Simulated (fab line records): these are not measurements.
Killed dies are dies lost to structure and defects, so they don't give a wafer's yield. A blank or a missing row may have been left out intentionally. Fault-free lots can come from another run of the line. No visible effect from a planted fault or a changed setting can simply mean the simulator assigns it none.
Chamber matching    flow n5 finfet    N5_BEOL_M2_STRIP_36 on rie diel-04: 4 sister chambers
The step strips in N2/H2. 20 wafers are shown with their chamber, then 10 later ones without.

## WAFERS PAIRED WITH THEIR CHAMBERS
wafer   chamber  drypump motor current A (A)  showerhead plenum p Torr (Torr)  throttle valve pct (%)
L076.2  0        4.8                          2.56                             23.53
L076.5  2        5.8                          2.59                             24.00
L076.6  1        6.0                          2.63                             23.39
L077.1  0        4.8                          2.56                             23.55
L077.5  2        5.8                          2.58                             24.04
L077.6  1        5.9                          2.63                             23.46
L079.3  3        5.8                          2.42                             23.53
L079.4  2        5.8                          2.58                             24.03
L079.6  0        4.7                          2.56                             23.58
L081.2  0        4.8                          2.55                             23.56
L081.4  3        5.8                          2.42                             23.54
L081.5  0        4.8                          2.55                             23.59
L083.3  0        4.8                          2.55                             23.54
L083.5  2        5.8                          2.58                             24.03
L083.6  3        5.8                          2.42                             23.52
L087.1  1        5.9                          2.62                             23.46
L087.2  0        4.7                          2.55                             23.58
L087.3  3        5.8                          2.41                             23.56
L088.1  3        5.8                          2.41                             23.57
L088.4  1        6.0                          2.62                             23.50

SIGNATURES (means of the wafers above)
reading                   chamber 0  chamber 1  chamber 2  chamber 3  scatter within a chamber
drypump motor current A   4.771      5.950      5.800      5.800      0.039
showerhead plenum p Torr  2.5543     2.6250     2.5825     2.4160     0.0054
throttle valve pct        23.5614    23.4525    24.0250    23.5440    0.0274
Rule: for each reading, subtract the chamber's mean from the wafer's reading, divide by that reading's scatter and square the result; add these up over the readings and take the root, which gives the wafer's distance from the chamber. If the next closest chamber is less than 2 further off than the closest, the wafer can't be placed; otherwise it belongs to the closest. The scatter: take each reading less its chamber's mean, square it, sum over the shown wafers, divide by the number of wafers less the number of chambers, and take the root.

## WAFERS WITHOUT THEIR CHAMBER
wafer   drypump motor current A (A)  showerhead plenum p Torr (Torr)  throttle valve pct (%)
L088.6  6.0                          2.62                             23.48
L094.2  5.8                          2.57                             24.05
L094.3  6.0                          2.61                             23.48
L094.6  4.8                          2.54                             23.62
L093.1  4.8                          2.54                             23.59
L093.5  5.9                          2.61                             23.50
L093.6  4.8                          2.54                             23.63
L095.2  5.8                          2.57                             24.07
L095.3  4.7                          2.54                             23.63
L095.4  5.9                          2.61                             23.49

## CHAMBER TAKEN BY EACH
wafer   from the rows above  in truth
L088.6  1                    1
L094.2  2                    2
L094.3  1                    1
L094.6  0                    0
L093.1  0                    0
L093.5  1                    1
L093.6  0                    0
L095.2  2                    2
L095.3  0                    0
L095.4  1                    1
Correct placement for 10 of the 10. Left unplaced by these rows: 0. 0 placed wrongly.
